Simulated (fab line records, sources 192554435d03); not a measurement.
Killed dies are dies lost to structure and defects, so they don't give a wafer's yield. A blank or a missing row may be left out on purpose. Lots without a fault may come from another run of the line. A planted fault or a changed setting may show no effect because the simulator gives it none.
Split-lot experiment | flow n5_finfet | 7 lots, 39 wafers read, on a route of 1938 steps

THE SPLIT
At N5_STI_FIN_REVEAL_ETCHBACK_08 (etches SiO2 in C4F6/O2, target depth 30.5 nm, time 10.167 s), the setting target_depth_a was moved away from the recipe's 305 angstrom on 18 of the 39 wafers read, by -10.5% to +12.3%. The other wafers ran this setting at the recipe's value.

FROM THE SPLIT TO THE READING: what the file shows between them, 4 steps
- N5_STI_FIN_REVEAL_OXIDATION_31: chemistry O2 PLASMA REMOTE, time 20 s (also split here: time_s)
- N5_STI_FIN_REVEAL_PRECLEAN_32: cleans in NF3:NH3, afs cycles 1, time 20 s, sublimation time 60 s
- N5_STI_FIN_REVEAL_STRIP_35: strips Si3N4 in H3PO4, target depth 4 nm, time 39 s
- N5_STI_FIN_REVEAL_SRD_23: time 30 s

THE READING
trench_depth_nm, in nm, at N5_STI_FIN_REVEAL_FIN_H_MEAS_10. Fault-free wafers of this fab line usually give 51.8 nm, standard deviation 0.83 nm.

wafer  | tool, chamber at the split | target_depth_a as run, angstrom | against the recipe | trench_depth_nm, nm | against lot-mates on the recipe
L074.1 | rie_diel-05, 0,2,3         | 339.3                           | +11.2%             | 57.5                | +5.8
L074.2 | rie_diel-05, 0,2,3         | 339.3                           | +11.2%             | 55.1                | +3.4
L074.3 | rie_diel-05, 3,2,0         | 305                             | recipe             | 50.9                | -
L074.4 | rie_diel-05, 3,2,0         | 305                             | recipe             | 51.1                | -
L074.5 | rie_diel-05, 0,2,3         | 339.3                           | +11.2%             | 54.2                | +2.5
L074.6 | rie_diel-05, 3,2,0         | 305                             | recipe             | 53.0                | -
L076.1 | rie_diel-04, 1,3,2         | 305                             | recipe             | 52.2                | -
L076.2 | rie_diel-04, 1,3,2         | 305                             | recipe             | 53.0                | -
L076.3 | rie_diel-04, 1,3,2         | 305                             | recipe             | 51.9                | -
L076.4 | rie_diel-04, 0,0,1         | 285.9                           | -6.3%              | 50.2                | -2.2
L076.5 | rie_diel-04, 0,0,1         | 285.9                           | -6.3%              | 50.8                | -1.6
L076.6 | rie_diel-04, 0,0,1         | 285.9                           | -6.3%              | 50.9                | -1.5
L077.1 | rie_diel-01, 2,0,1         | 326.4                           | +7.0%              | 53.0                | +2.3
L077.2 | rie_diel-01, 1,3,2         | 305                             | recipe             | 50.4                | -
L077.3 | rie_diel-01, 2,0,1         | 326.4                           | +7.0%              | 53.4                | +2.7
L077.4 | rie_diel-01, 1,3,2         | 305                             | recipe             | 51.0                | -
L077.5 | rie_diel-01, 1,3,2         | 305                             | recipe             | 50.7                | -
L077.6 | rie_diel-01, 2,0,1         | 326.4                           | +7.0%              | 52.3                | +1.6
L078.1 | rie_diel-01, 0,2,3         | 305                             | recipe             | 52.2                | -
L078.3 | rie_diel-01, 0,2,3         | 305                             | recipe             | 51.4                | -
L078.4 | rie_diel-01, 0,2,3         | 305                             | recipe             | 52.1                | -
L085.1 | rie_diel-01, 1,2,0         | 273                             | -10.5%             | 48.6                | -3.9
L085.2 | rie_diel-01, 0,3,3         | 305                             | recipe             | 52.2                | -
L085.3 | rie_diel-01, 0,3,3         | 305                             | recipe             | 52.3                | -
L085.4 | rie_diel-01, 1,2,0         | 273                             | -10.5%             | 48.9                | -3.6
L085.5 | rie_diel-01, 1,2,0         | 273                             | -10.5%             | 49.1                | -3.4
L085.6 | rie_diel-01, 0,3,3         | 305                             | recipe             | 53.0                | -
L088.1 | rie_diel-05, 1,0,2         | 338.2                           | +10.9%             | 55.9                | +4.0
L088.2 | rie_diel-05, 3,2,3         | 305                             | recipe             | 52.4                | -
L088.3 | rie_diel-05, 1,0,2         | 338.2                           | +10.9%             | 55.9                | +4.0
L088.4 | rie_diel-05, 3,2,3         | 305                             | recipe             | 50.7                | -
L088.5 | rie_diel-05, 3,2,3         | 305                             | recipe             | 52.7                | -
L088.6 | rie_diel-05, 1,0,2         | 338.2                           | +10.9%             | 53.6                | +1.7
L090.1 | rie_diel-04, 2,3,0         | 342.6                           | +12.3%             | 56.8                | +4.5
L090.2 | rie_diel-04, 1,0,1         | 305                             | recipe             | 52.8                | -
L090.3 | rie_diel-04, 2,3,0         | 342.6                           | +12.3%             | 57.1                | +4.8
L090.4 | rie_diel-04, 1,0,1         | 305                             | recipe             | 51.4                | -
L090.5 | rie_diel-04, 2,3,0         | 342.6                           | +12.3%             | 55.5                | +3.2
L090.6 | rie_diel-04, 1,0,1         | 305                             | recipe             | 52.7                | -
Where a row lists several chambers, the file gives one row for several wafers and doesn't say which wafer went through which chamber.

THE FIT
A straight line over all 39 wafers: trench_depth_nm changes by +0.299 nm for each +1% of target_depth_a; r = +0.90; the points scatter about the line by 0.95 nm.
The same after taking each lot's own level away (the mean of its wafers on the recipe; 39 wafers): +0.327 nm for each +1%; r = +0.95; scatter 0.75 nm.
On that fit, the largest move of target_depth_a shifts the reading by 4 nm.
The lots' own levels span 50.70 to 52.50 nm, that is 2.2 times the standard deviation above.
So the lot-to-lot level changes the slope little: the two slopes agree.
Check: with one of the wafers moved furthest among these (+12.3%) left out of the fit, the line predicts +3.99 nm for it against its lot-mates. It came out at +4.5 nm against them.

OTHER SPLITS ON THESE WAFERS
These wafers also went through other splits before the reading. Each is held against what the fit with the lots' levels taken away leaves over:
other split on the same wafers        | wafers away from the commonest value | r with trench_depth_nm (lot level and that fit taken away)
N5_WELL_APT_IMPLANT_32 energy_kev     | 12                                   | +0.16
N5_STI_FIN_REVEAL_OXIDATION_31 time_s | 9                                    | +0.21

THE FILE'S OWN FIT
trench_depth_nm changes by +0.327 nm for each +1% of target_depth_a, r = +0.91.
